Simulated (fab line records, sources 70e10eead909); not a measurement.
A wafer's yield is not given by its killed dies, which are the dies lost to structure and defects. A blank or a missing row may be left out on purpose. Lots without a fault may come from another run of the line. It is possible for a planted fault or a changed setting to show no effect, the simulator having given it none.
fab line records	flow nand-harc
record: lots: 14	wafers: 42	last-day: 24
route steps=1159 shown A_M1@1049 A_BONDPAD@1077
lots that met no fault: taken from a fault-free run of the same line
start-h: hours from the record's opening day to when the first of the lot's shown wafers began	wait-h: hours from the lot's prior step to this one	" unchanged from the row above	L1.1+2: a single row standing in for several wafers	- no value, or no start was given	* or withheld: withheld	< > ~ a bound
route shown NAME@n: NAME is a module with steps in the file, n the number in the route of the first one	usual: mean/standard deviation taken from wafers without a fault	same: alike in all rows	chamber/n: place in a boat	sites: the reading at each site	_std_site: standard deviation across them	_edge_site: mean of outer sites minus mean of inner sites	radius-mm: how far each site lies from the wafer's centre	mask NAME#n: copy n	behind: the most recent tool/chamber to have shaped the wafer	hold: cause of the lot's hold/its duration in hours/its outcome	device: transistor that didn't switch, given as n, p or np	end of line: tests run on the same wafers once the route is complete	a step given without rows: its recipe and nothing more	killed: not the wafer's yield, but the dies lost to structure and defects at the first sort	map: a wafer's dies, x killed, . not, _ none there
set.NAME: the run value of the setting; set.NAME@STEP: its run value at that earlier step	model.NAME: the simulator's own value behind a step, which no gauge read
one table for each step of the route and one row for each wafer, over a sample of lots
services: from which hour (start-h, from the record's first day; less than 0 if before it) a tool's chamber was out of use, for how many hours, and why
== steps ==
step: NHARC_A_M1_PVD_21
recipe: target-thk-a: 300	chamber-pressure-pa: 5	power-w: 5000	substrate-temp-c: 30	time-s: 20.49	material: Cu
usual: throttle-valve-pct: 30.2/0.84
lot.wafer	tool	chamber	start-h	wait-h	throttle-valve-pct
L849.1	pvd-sputter-03	-	-	-	29.6
L849.2	"	-	"	"	29.9
L849.5	"	-	"	"	30.1
L848.4	pvd-sputter-02	-	-	-	28.8
L848.6	"	-	"	"	30.6
L848.5	"	-	"	"	30.0
L847.2	pvd-sputter-01	-	-	-	30.2
L847.1	"	-	"	"	29.5
L847.6	"	-	"	"	31.9
L852.3	pvd-sputter-02	-	-	-	30.2
L852.1	"	-	"	"	29.8
L852.4	"	-	"	"	30.5
L853.3	pvd-sputter-03	-	-	-	30.0
L853.5	"	-	"	"	30.3
L853.6	"	-	"	"	30.3
L850.1	pvd-sputter-01	-	-	-	29.0
L850.6	"	-	"	"	29.7
L850.5	"	-	"	"	32.0
L851.2	pvd-sputter-01	-	-	-	30.4
L851.3	"	-	"	"	31.9
L851.4	"	-	"	"	29.3
L855.1	pvd-sputter-02	-	-	-	28.7
L855.2	"	-	"	"	29.8
L855.3	"	-	"	"	30.3
L861.4	pvd-sputter-01	-	-	-	32.0
L861.5	"	-	"	"	29.1
L861.6	"	-	"	"	30.3
L858.2	pvd-sputter-03	-	-	-	31.0
L858.1	"	-	"	"	30.7
L858.4	"	-	"	"	29.6
L859.4	pvd-sputter-03	-	-	-	30.1
L859.1	"	-	"	"	30.0
L859.5	"	-	"	"	30.3
L863.2	pvd-sputter-02	-	-	-	30.2
L863.4	"	-	"	"	30.2
L863.1	"	-	"	"	29.0
L867.1	pvd-sputter-02	-	-	-	30.4
L867.2	"	-	"	"	30.0
L867.6	"	-	"	"	30.3
L869.1	pvd-sputter-03	-	-	-	30.8
L869.4	"	-	"	"	30.3
L869.2	"	-	"	"	30.7
step: NHARC_A_BONDPAD_ETCH_12
recipe: target-depth-a: 2200	time-s: 110	chf3-flow-sccm: 50	o2-flow-sccm: 10	ar-flow-sccm: 200	rf-w: 500	bias-w: 200	chemistry: CHF3/O2
usual: drypump-motor-current-A: 5.64/0.26	oes-product-au: 0.946/0.022	rf-vpp-V: 370.0/1.7	run-length-s: 131.3/0.41	showerhead-plenum-p-Torr: 2.38/0.072	throttle-valve-pct: 20.572/0.0092
lot.wafer	tool	chamber	start-h	wait-h	drypump-motor-current-A	oes-product-au	rf-hours-counter-h	rf-vpp-V	run-length-s	showerhead-plenum-p-Torr	throttle-valve-pct
L849.2	rie-diel-13	3	417.52	-	5.78	0.933	5	371.3	130.9	2.44	20.559
L849.1	"	0	"	"	5.62	0.929	5	370.7	130.9	2.41	20.569
L849.5	"	3	"	"	5.77	0.938	-	369.8	130.8	2.44	20.586
L848.4	rie-diel-09	0	417.82	-	5.78	0.924	-	368.3	131.2	2.28	20.556
L848.5	"	2	"	"	5.98	0.928	-	365.6	131.2	2.22	20.566
L848.6	"	3	"	"	6.10	0.943	-	372.7	131.7	2.43	20.569
L847.1	rie-diel-13	1	420.89	-	5.13	0.926	5	368.1	131.8	2.30	20.586
L847.2	"	0	"	"	5.61	0.964	5	369.8	131.5	2.41	20.575
L847.6	"	0	"	"	5.62	0.953	-	369.9	131.0	2.41	20.558
L852.4	rie-diel-03	1	432.00	-	5.63	0.917	12	370.5	130.9	2.40	20.568
L852.1	"	2	"	"	5.89	0.925	11	371.5	131.8	2.48	20.565
L852.3	"	0	"	"	5.88	0.922	12	370.4	130.7	2.38	20.574
L853.3	rie-diel-03	0	435.78	-	5.88	0.921	13	370.1	130.9	2.38	20.580
L853.6	"	2	"	"	5.88	0.929	-	372.7	131.4	2.48	20.570
L853.5	"	3	"	"	5.73	0.923	-	367.4	130.6	2.28	20.569
L850.1	rie-diel-03	2	445.63	-	5.88	0.937	18	371.6	131.7	2.47	20.576
L850.6	"	3	"	"	5.74	0.943	-	368.0	130.9	2.28	20.569
L850.5	"	0	"	"	5.88	0.944	-	369.6	130.8	2.38	20.597
L851.3	rie-diel-13	1	449.92	-	5.08	0.971	6	369.4	132.0	2.30	20.585
L851.2	"	2	"	"	5.69	0.961	5	371.1	131.3	2.37	20.567
L851.4	"	3	"	"	5.79	0.943	6	372.5	131.0	2.44	20.562
L855.1	rie-diel-13	0	467.07	-	5.59	0.961	0	370.5	130.8	2.41	20.560
L855.3	"	2	"	"	5.67	0.968	0	369.7	131.4	2.37	20.586
L855.2	"	3	"	"	5.76	0.967	0	371.8	130.9	2.44	20.574
L861.4	rie-diel-13	0	480.74	-	5.63	0.961	1	371.2	122.9	2.41	20.554
L861.6	"	2	"	"	5.68	0.978	-	368.7	131.3	2.37	20.573
L861.5	"	3	"	"	5.77	0.973	-	371.2	131.3	2.44	20.558
L858.2	rie-diel-13	0	481.09	-	5.61	0.958	1	370.9	123.2	2.41	20.589
L858.4	"	2	"	"	5.69	0.982	1	369.0	131.5	2.37	20.570
L858.1	"	3	"	"	5.80	0.957	1	370.3	130.9	2.44	20.575
L859.1	rie-diel-13	3	492.45	-	5.81	0.940	1	371.7	131.3	2.44	20.557
L859.4	"	0	"	"	5.59	0.939	1	373.6	123.6	2.41	20.570
L859.5	"	2	"	"	5.67	0.958	-	370.3	131.4	2.37	20.556
L863.2	rie-diel-03	2	516.80	-	5.88	0.932	44	372.6	131.2	2.46	20.576
L863.1	"	0	"	"	5.89	0.920	45	369.7	130.7	2.37	20.576
L863.4	"	1	"	"	5.63	0.923	46	371.2	131.3	2.39	20.565
L867.1	rie-diel-09	3	523.50	-	6.11	0.935	14	371.0	131.8	2.43	20.568
L867.2	"	0	"	"	5.78	0.938	14	367.5	131.3	2.27	20.579
L867.6	"	2	"	"	6.02	0.919	-	375.0	131.3	2.59	20.572
L869.4	rie-diel-09	0	544.67	-	5.76	0.937	18	367.9	131.1	2.27	20.563
L869.1	"	1	"	"	5.48	0.932	18	367.4	131.8	2.26	20.579
L869.2	"	2	"	"	6.00	0.933	17	374.9	131.4	2.59	20.567
step: NHARC_A_BONDPAD_STRIP_15
recipe: o2-flow-sccm: 500	ar-flow-sccm: 0	bias-w: 0	chemistry: O2
usual: drypump-motor-current-A: 5.68/0.28	oes-product-au: 1.000/0.0087	rf-vpp-V: 57.6/0.87	showerhead-plenum-p-Torr: 3.49/0.13	throttle-valve-pct: 17.037/0.0088
lot.wafer	tool	chamber	start-h	wait-h	drypump-motor-current-A	oes-product-au	rf-hours-counter-h	rf-vpp-V	showerhead-plenum-p-Torr	throttle-valve-pct
L849.1	rie-diel-13	0	417.76	0.1	5.62	0.994	5	57.3	3.54	17.048
L849.2	"	1	"	"	5.14	0.998	5	57.1	3.38	17.047
L849.5	"	0	"	"	5.61	0.991	-	56.4	3.54	17.028
L848.4	rie-diel-09	3	418.08	0.1	6.12	1.016	-	58.1	3.57	17.031
L848.6	"	0	"	"	5.78	0.994	-	57.1	3.35	17.036
L848.5	"	2	"	"	6.01	1.001	-	56.8	3.27	17.037
L847.1	rie-diel-09	2	421.15	0.1	5.98	0.979	28	57.9	3.27	17.041
L847.2	"	3	"	"	6.13	1.012	32	58.8	3.57	17.033
L847.6	"	1	"	"	5.47	0.998	-	58.1	3.34	17.050
L852.3	rie-diel-03	3	432.23	0.1	5.71	1.011	12	57.3	3.36	17.039
L852.1	"	1	"	"	5.67	0.986	12	57.6	3.53	17.018
L852.4	"	2	"	"	5.88	0.998	11	57.9	3.63	17.044
L853.3	rie-diel-13	2	436.02	0.1	5.70	1.018	5	57.9	3.48	17.042
L853.6	"	3	"	"	5.79	1.005	-	56.5	3.59	17.027
L853.5	"	0	"	"	5.62	1.009	-	58.2	3.54	17.040
L850.1	rie-diel-13	1	445.83	0.1	5.16	0.999	6	56.3	3.38	17.030
L850.5	"	0	"	"	5.63	1.006	-	58.2	3.54	17.056
L850.6	"	1	"	"	5.16	0.994	-	57.2	3.38	17.041
L851.2	rie-diel-13	3	450.13	0.1	5.78	0.994	6	58.0	3.59	17.036
L851.3	"	0	"	"	5.64	1.000	6	56.8	3.54	17.041
L851.4	"	1	"	"	5.13	1.000	6	57.9	3.38	17.021
L855.3	rie-diel-09	1	467.30	0.1	5.47	0.994	6	56.2	3.33	17.043
L855.2	"	2	"	"	6.03	0.996	5	57.8	3.81	17.032
L855.1	"	0	"	"	5.79	0.997	6	56.6	3.35	17.030
L861.4	rie-diel-09	3	480.95	0.1	6.12	0.998	6	57.8	3.57	17.029
L861.6	"	2	"	"	6.04	0.996	-	58.6	3.80	17.034
L861.5	"	3	"	"	6.10	1.002	-	57.8	3.57	17.028
L858.2	rie-diel-13	0	481.32	0.1	5.62	0.994	1	58.7	3.54	17.033
L858.1	"	1	"	"	5.16	0.990	1	57.0	3.38	17.031
L858.4	"	2	"	"	5.68	1.011	1	57.5	3.48	17.030
L859.1	rie-diel-13	1	492.69	0.1	5.14	1.005	1	56.4	3.38	17.051
L859.4	"	2	"	"	5.68	1.020	1	56.3	3.48	17.031
L859.5	"	1	"	"	5.11	0.996	-	56.4	3.38	17.033
L863.4	rie-diel-13	1	517.06	0.1	5.12	1.008	1	57.5	3.38	17.047
L863.1	"	2	"	"	5.69	0.995	2	58.5	3.48	17.045
L863.2	"	3	"	"	5.80	0.994	2	57.0	3.59	17.035
L867.1	rie-diel-09	1	523.71	0.1	5.46	0.996	14	57.3	3.33	17.037
L867.2	"	3	"	"	6.10	1.010	14	58.8	3.56	17.038
L867.6	"	2	"	"	5.99	0.992	-	59.0	3.80	17.031
L869.4	rie-diel-03	2	544.87	0.1	5.90	1.013	56	57.7	3.61	17.039
L869.2	"	0	"	"	5.94	0.999	57	57.1	3.47	17.042
L869.1	"	1	"	"	5.66	0.994	59	56.4	3.50	17.018
step: NHARC_A_BONDPAD_ETCH_24
recipe: target-depth-a: 300	over-etch-frac: 0.3	time-s: 72.99	ion-energy-ev: 150	cf4-flow-sccm: 50	n2-flow-sccm: 100	ar-flow-sccm: 150	rf-w: 300	bias-w: 100	chemistry: CF4/N2
usual: drypump-motor-current-A: 5.68/0.27	oes-product-au: 1.001/0.0079	rf-vpp-V: 313.8/1.9	run-length-s: 94.4/0.38	showerhead-plenum-p-Torr: 2.59/0.096	throttle-valve-pct: 19.794/0.0084
lot.wafer	tool	chamber	start-h	wait-h	drypump-motor-current-A	oes-product-au	rf-hours-counter-h	rf-vpp-V	run-length-s	showerhead-plenum-p-Torr	throttle-valve-pct
L849.2	rie-diel-13	3	417.92	0.1	5.79	1.000	5	315.8	94.1	2.67	19.798
L849.1	"	1	"	"	5.11	0.997	5	313.0	95.2	2.51	19.788
L849.5	"	0	"	"	5.61	1.006	-	313.6	93.8	2.63	19.794
L848.4	rie-diel-09	0	418.23	0.1	5.78	0.997	-	312.2	94.1	2.49	19.783
L848.5	"	2	"	"	6.01	0.986	-	311.3	94.2	2.43	19.786
L848.6	"	3	"	"	6.10	1.019	-	314.6	94.7	2.66	19.786
L847.2	rie-diel-09	3	-	-	6.12	1.002	32	314.8	94.7	2.66	19.801
L847.1	"	0	"	"	5.78	1.003	30	310.9	94.0	2.49	19.790
L847.6	"	1	"	"	5.48	1.017	-	311.6	94.1	2.48	19.787
L852.3	rie-diel-03	3	-	-	5.74	1.005	12	312.1	93.8	2.50	19.795
L852.4	"	0	"	"	5.91	0.990	12	314.5	93.7	2.60	19.800
L852.1	"	1	"	"	5.64	0.987	12	314.6	94.0	2.62	19.786
L853.3	rie-diel-13	2	-	-	5.67	1.009	5	313.9	94.2	2.59	19.785
L853.6	"	3	"	"	5.79	0.991	-	314.9	94.5	2.67	19.799
L853.5	"	0	"	"	5.64	1.002	-	313.1	94.1	2.63	19.804
L850.1	rie-diel-13	0	-	-	5.63	1.008	6	313.9	94.0	2.63	19.784
L850.5	"	3	"	"	5.78	0.997	-	314.7	94.7	2.67	19.799
L850.6	"	0	"	"	5.63	0.996	-	315.4	94.0	2.63	19.789
L851.3	rie-diel-13	0	-	-	5.59	1.002	6	315.1	94.0	2.63	19.806
L851.2	"	1	"	"	5.14	1.002	6	312.7	94.9	2.51	19.793
L851.4	"	2	"	"	5.68	1.015	5	315.0	94.7	2.59	19.788
L855.1	rie-diel-09	2	-	-	6.01	0.998	5	317.7	94.3	2.84	19.788
L855.2	"	0	"	"	5.78	1.000	6	310.6	94.0	2.49	19.802
L855.3	"	1	"	"	5.47	0.999	6	310.0	94.3	2.48	19.810
L861.4	rie-diel-09	0	-	-	5.78	0.996	7	312.4	94.3	2.49	19.800
L861.5	"	1	"	"	5.46	1.003	-	312.1	94.2	2.48	19.787
L861.6	"	2	"	"	6.02	0.990	-	318.5	94.6	2.83	19.792
L858.1	rie-diel-13	2	-	-	5.68	1.003	1	313.5	94.6	2.59	19.791
L858.4	"	3	"	"	5.80	0.999	1	315.6	94.1	2.67	19.777
L858.2	"	0	"	"	5.62	0.991	1	313.1	93.8	2.63	19.783
L859.1	rie-diel-13	3	-	-	5.77	0.987	1	315.4	93.8	2.67	19.795
L859.4	"	0	"	"	5.57	0.993	1	314.6	94.2	2.63	19.788
L859.5	"	1	"	"	5.12	0.999	-	312.6	94.8	2.51	19.795
L863.2	rie-diel-13	1	-	-	5.13	1.014	1	312.4	95.0	2.51	19.792
L863.1	"	3	"	"	5.75	1.011	2	314.7	94.0	2.67	19.808
L863.4	"	0	"	"	5.62	1.001	2	314.7	94.0	2.63	19.789
L867.2	rie-diel-09	1	-	-	5.46	0.997	14	312.3	94.0	2.47	19.800
L867.1	"	3	"	"	6.08	1.017	14	313.4	94.5	2.65	19.790
L867.6	"	0	"	"	5.76	1.000	-	313.5	94.0	2.49	19.803
L869.4	rie-diel-03	1	-	-	5.65	0.997	59	315.0	94.0	2.61	19.801
L869.1	"	3	"	"	5.72	1.012	55	310.8	93.9	2.48	19.787
L869.2	"	0	"	"	5.86	0.997	57	313.3	93.7	2.58	19.797
== services ==
tool	chamber	start-h	hours	kind
pvd-sputter-02	-	392.02	10.0	pm
rie-diel-03	-	392.40	9.0	pm
rie-diel-13	0	407.51	-	clean
rie-diel-13	1	407.51	-	clean
rie-diel-13	2	407.51	-	clean
rie-diel-13	3	407.51	-	clean
rie-diel-13	2	413.50	10.4	repair
pvd-sputter-02	-	415.97	2.9	repair
rie-diel-09	1	416.14	3.3	repair
rie-diel-09	-	431.41	9.0	pm
rie-diel-13	0	432.01	-	clean
rie-diel-13	1	432.01	-	clean
rie-diel-13	2	432.01	-	clean
rie-diel-13	3	432.01	-	clean
rie-diel-13	-	453.00	9.0	pm
rie-diel-13	0	453.00	9.0	vent-cycle
pvd-sputter-03	-	458.00	10.0	pm
rie-diel-13	1	462.67	11.4	repair
rie-diel-03	0	486.63	5.8	repair
pvd-sputter-02	-	487.12	0.6	repair
rie-diel-09	2	509.84	4.7	repair
pvd-sputter-03	-	509.94	3.9	repair
pvd-sputter-01	-	514.00	10.0	pm
pvd-sputter-02	-	521.46	2.7	repair
== key ==
first-sign: step: NHARC_A_BONDPAD_ETCH_12	reading: run-length-s	direction: down	sigmas: 20	usual: *	struck: *
effect none on later readings
met-at NHARC_A_BONDPAD_ETCH_12
struck-lots L858,L859,L861
struck-wafers L858.2,L859.4,L861.4
sort-left-out L858.2,L859.4,L861.4
not-acting-at NHARC_A_M1_PVD_21,NHARC_A_BONDPAD_STRIP_15,NHARC_A_BONDPAD_ETCH_24
onset-between 467.07 480.74
fault: kind: process-parameter-drift	tool: rie-diel-13	chamber: 0	onset-h: 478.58	steps: NHARC_A_BONDPAD_ETCH_12	channel: time-s	offset: *	shape: step	end-h: 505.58	acts-in: *	stated: *
sort-left-out: the simulated sort isn't trusted on such a fault, so these wafers' sort isn't shown, and their yield isn't known
